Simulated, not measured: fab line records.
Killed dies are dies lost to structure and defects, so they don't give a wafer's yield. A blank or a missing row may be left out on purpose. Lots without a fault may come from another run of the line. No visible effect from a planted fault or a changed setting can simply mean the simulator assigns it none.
Chamber matching / flow nand-harc / 4 sister chambers for NHARC_A_CHANNEL_FILL_D2_ALD_14 on ald-hk-03
The step deposits SiO2, target thk 2.5 nm, pulse time 10 s, ald cycles 25. 16 wafers are shown with their chamber, then 8 later ones without.

== WAFERS PAIRED WITH THEIR CHAMBERS ==
wafer=L074.1; chamber=2; heater-power-w (W)=479; precursor-pulse-height-rel=1.005
wafer=L074.2; chamber=3; heater-power-w (W)=554; precursor-pulse-height-rel=0.992
wafer=L074.6; chamber=0; heater-power-w (W)=499; precursor-pulse-height-rel=1.044
wafer=L077.1; chamber=3; heater-power-w (W)=578; precursor-pulse-height-rel=1.000
wafer=L077.5; chamber=1; heater-power-w (W)=501; precursor-pulse-height-rel=0.981
wafer=L077.6; chamber=0; heater-power-w (W)=489; precursor-pulse-height-rel=0.988
wafer=L080.1; chamber=2; heater-power-w (W)=486; precursor-pulse-height-rel=1.024
wafer=L080.4; chamber=3; heater-power-w (W)=583; precursor-pulse-height-rel=0.993
wafer=L080.6; chamber=0; heater-power-w (W)=489; precursor-pulse-height-rel=1.005
wafer=L084.2; chamber=0; heater-power-w (W)=511; precursor-pulse-height-rel=1.002
wafer=L084.3; chamber=3; heater-power-w (W)=558; precursor-pulse-height-rel=0.979
wafer=L084.5; chamber=2; heater-power-w (W)=477; precursor-pulse-height-rel=0.999
wafer=L088.1; chamber=1; heater-power-w (W)=486; precursor-pulse-height-rel=1.001
wafer=L088.3; chamber=3; heater-power-w (W)=556; precursor-pulse-height-rel=0.990
wafer=L088.4; chamber=0; heater-power-w (W)=491; precursor-pulse-height-rel=0.971
wafer=L090.1; chamber=3; heater-power-w (W)=560; precursor-pulse-height-rel=1.029

SIGNATURES, as means of the wafers listed above
reading=heater-power-w; chamber 0=495.80; chamber 1=493.50; chamber 2=480.67; chamber 3=564.83; scatter within a chamber=10.3
reading=precursor-pulse-height-rel; chamber 0=1.00200; chamber 1=0.99100; chamber 2=1.00933; chamber 3=0.99717; scatter within a chamber=0.0202
Rule: distance of a wafer from a chamber = root of the sum over the readings of ((wafer's reading minus chamber's mean) / reading's scatter) squared. The wafer belongs to the nearest chamber; if the next one is less than 2 further off, it can't be placed. The scatter: take each reading less its chamber's mean, square it, sum over the shown wafers, divide by the number of wafers less the number of chambers, and take the root.

== WAFERS MISSING THEIR CHAMBER ==
wafer=L090.3; heater-power-w (W)=514; precursor-pulse-height-rel=1.006
wafer=L090.5; heater-power-w (W)=477; precursor-pulse-height-rel=0.994
wafer=L096.1; heater-power-w (W)=494; precursor-pulse-height-rel=1.024
wafer=L096.3; heater-power-w (W)=501; precursor-pulse-height-rel=1.017
wafer=L096.6; heater-power-w (W)=480; precursor-pulse-height-rel=1.022
wafer=L097.1; heater-power-w (W)=497; precursor-pulse-height-rel=0.971
wafer=L097.2; heater-power-w (W)=480; precursor-pulse-height-rel=0.982
wafer=L097.4; heater-power-w (W)=491; precursor-pulse-height-rel=0.982

== CHAMBER TAKEN BY EACH ==
wafer=L090.3; from the rows above=can't be placed: 0 or 1 or 2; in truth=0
wafer=L090.5; from the rows above=can't be placed: 2 or 1 or 0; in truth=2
wafer=L096.1; from the rows above=can't be placed: 0 or 2 or 1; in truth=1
wafer=L096.3; from the rows above=can't be placed: 0 or 1 or 2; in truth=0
wafer=L096.6; from the rows above=can't be placed: 2 or 0 or 1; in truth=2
wafer=L097.1; from the rows above=can't be placed: 1 or 0 or 2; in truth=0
wafer=L097.2; from the rows above=can't be placed: 2 or 1 or 0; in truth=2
wafer=L097.4; from the rows above=can't be placed: 1 or 0 or 2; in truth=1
Correctly placed: 0 of 8. Can't be placed from these rows: 8 (the true chamber is among the candidates in 8). Number placed wrongly: 0.
